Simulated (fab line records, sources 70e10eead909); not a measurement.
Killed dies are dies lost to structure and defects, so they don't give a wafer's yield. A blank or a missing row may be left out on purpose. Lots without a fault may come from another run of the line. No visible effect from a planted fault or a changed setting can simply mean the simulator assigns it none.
Chamber matching || flow nand harc || 4 sister chambers for NHARC_A_M1_CMP_23 on cmp-04
The step polishes, t overpolish 20 s, target thk 154.34 nm. 14 wafers are shown with their chamber, then 7 later ones without.

WAFERS, EACH WITH ITS CHAMBER
{"wafer": "L499.2", "chamber": 1, "motor current A (A)": 11.8, "retaining ring pressure frac": 1.000, "time to endpoint s (s)": 26.0}
{"wafer": "L499.3", "chamber": 2, "motor current A (A)": 13.8, "retaining ring pressure frac": 0.999, "time to endpoint s (s)": 31.1}
{"wafer": "L499.5", "chamber": 2, "motor current A (A)": 14.3, "retaining ring pressure frac": 1.003, "time to endpoint s (s)": 32.7}
{"wafer": "L503.2", "chamber": 1, "motor current A (A)": 12.2, "retaining ring pressure frac": 1.002, "time to endpoint s (s)": 29.1}
{"wafer": "L503.3", "chamber": 3, "motor current A (A)": 10.3, "retaining ring pressure frac": 0.996, "time to endpoint s (s)": 35.7}
{"wafer": "L503.6", "chamber": 2, "motor current A (A)": 14.0, "retaining ring pressure frac": 0.997, "time to endpoint s (s)": 32.8}
{"wafer": "L505.2", "chamber": 3, "motor current A (A)": 9.8, "retaining ring pressure frac": 0.997, "time to endpoint s (s)": 29.1}
{"wafer": "L505.3", "chamber": 1, "motor current A (A)": 12.1, "retaining ring pressure frac": 0.999, "time to endpoint s (s)": 24.3}
{"wafer": "L505.5", "chamber": 3, "motor current A (A)": 9.5, "retaining ring pressure frac": 0.989, "time to endpoint s (s)": 31.5}
{"wafer": "L511.1", "chamber": 2, "motor current A (A)": 14.2, "retaining ring pressure frac": 0.996, "time to endpoint s (s)": 28.3}
{"wafer": "L511.5", "chamber": 0, "motor current A (A)": 12.0, "retaining ring pressure frac": 1.004, "time to endpoint s (s)": 29.6}
{"wafer": "L511.6", "chamber": 1, "motor current A (A)": 12.4, "retaining ring pressure frac": 1.004, "time to endpoint s (s)": 26.6}
{"wafer": "L513.3", "chamber": 0, "motor current A (A)": 12.1, "retaining ring pressure frac": 1.004, "time to endpoint s (s)": 28.9}
{"wafer": "L513.5", "chamber": 2, "motor current A (A)": 14.8, "retaining ring pressure frac": 0.998, "time to endpoint s (s)": 30.0}

SIGNATURES (averages over the wafers above)
{"reading": "motor current A", "chamber 0": 12.050, "chamber 1": 12.125, "chamber 2": 14.220, "chamber 3": 9.867, "scatter within a chamber": 0.33}
{"reading": "retaining ring pressure frac", "chamber 0": 1.00400, "chamber 1": 1.00125, "chamber 2": 0.99860, "chamber 3": 0.99400, "scatter within a chamber": 0.00286}
{"reading": "time to endpoint s", "chamber 0": 29.250, "chamber 1": 26.500, "chamber 2": 30.980, "chamber 3": 32.100, "scatter within a chamber": 2.21}
Rule: distance of a wafer from a chamber = root of the sum over the readings of ((wafer's reading minus chamber's mean) / reading's scatter) squared. If the next closest chamber is less than 2 further off than the closest, the wafer can't be placed; otherwise it belongs to the closest. How the scatter is found: for the shown wafers, subtract from each reading the mean of its chamber, square and add these, divide the total by (wafers less chambers), then take the root.

WAFERS WHOSE CHAMBER IS MISSING
{"wafer": "L513.6", "motor current A (A)": 10.3, "retaining ring pressure frac": 0.997, "time to endpoint s (s)": 31.5}
{"wafer": "L519.1", "motor current A (A)": 11.4, "retaining ring pressure frac": 1.010, "time to endpoint s (s)": 30.2}
{"wafer": "L519.2", "motor current A (A)": 14.1, "retaining ring pressure frac": 1.005, "time to endpoint s (s)": 28.8}
{"wafer": "L519.3", "motor current A (A)": 9.7, "retaining ring pressure frac": 1.002, "time to endpoint s (s)": 32.7}
{"wafer": "L518.1", "motor current A (A)": 10.0, "retaining ring pressure frac": 0.997, "time to endpoint s (s)": 28.8}
{"wafer": "L518.3", "motor current A (A)": 13.1, "retaining ring pressure frac": 1.004, "time to endpoint s (s)": 26.2}
{"wafer": "L518.4", "motor current A (A)": 12.4, "retaining ring pressure frac": 1.005, "time to endpoint s (s)": 26.2}

WHICH CHAMBER EACH ONE RAN IN
{"wafer": "L513.6", "from the rows above": 3, "in truth": 3}
{"wafer": "L519.1", "from the rows above": "can't be placed: 0 or 1", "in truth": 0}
{"wafer": "L519.2", "from the rows above": 2, "in truth": 2}
{"wafer": "L519.3", "from the rows above": 3, "in truth": 3}
{"wafer": "L518.1", "from the rows above": 3, "in truth": 3}
{"wafer": "L518.3", "from the rows above": "can't be placed: 1 or 0 or 2", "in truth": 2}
{"wafer": "L518.4", "from the rows above": "can't be placed: 1 or 0", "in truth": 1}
Correct placement for 4 of the 7. Can't be placed from these rows: 3 (the true chamber is among the candidates in 3). Number placed wrongly: 0.
